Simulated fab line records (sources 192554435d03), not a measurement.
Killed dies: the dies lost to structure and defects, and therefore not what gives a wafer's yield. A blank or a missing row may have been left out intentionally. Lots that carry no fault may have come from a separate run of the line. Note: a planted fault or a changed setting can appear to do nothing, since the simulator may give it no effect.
Chamber matching ; flow n5 finfet ; 4 sister chambers for N5_DUMMY_GATE_ETCH_31 on rie diel-05
The step etches SiO2 in C4F6/O2, target depth 82.5 nm, time 27.5 s. 8 wafers are shown with their chamber, then 9 later ones without.

## EACH WAFER AND ITS CHAMBER
wafer;chamber;showerhead plenum p Torr (Torr);rf vpp V (V)
L075.6;3;2.98;666
L077.5;2;2.92;684
L080.3;3;2.98;666
L081.5;0;2.75;681
L081.6;1;2.73;658
L085.1;0;2.75;682
L085.4;1;2.72;659
L085.6;2;2.92;683

## WAFERS WITHOUT THEIR CHAMBER
wafer;showerhead plenum p Torr (Torr);rf vpp V (V)
L091.2;2.72;659
L091.3;2.74;682
L091.6;2.97;665
L092.2;2.74;681
L092.3;2.91;684
L092.4;2.72;656
L096.1;2.74;682
L096.3;2.97;664
L096.5;2.91;683

## WHICH CHAMBER EACH ONE RAN IN
wafer;from the rows above;in truth
L091.2;1;1
L091.3;0;0
L091.6;3;3
L092.2;0;0
L092.3;2;2
L092.4;1;1
L096.1;0;0
L096.3;3;3
L096.5;2;2
9 of 9 placed correctly. From these rows, 0 cannot be placed. Wrongly placed: 0.
How it was worked out, from the rows above alone: a wafer's distance from a chamber is the root of the sum, over the readings, of the square of ((its reading less the chamber's mean) divided by the reading's scatter). The wafer belongs to the nearest chamber; if the next one is less than 2 further off, it can't be placed. Each chamber's mean is taken over the wafers shown for it. The scatter is the square root of a quotient: the sum, over the shown wafers, of each reading's squared deviation from its chamber's mean, divided by wafers minus chambers.
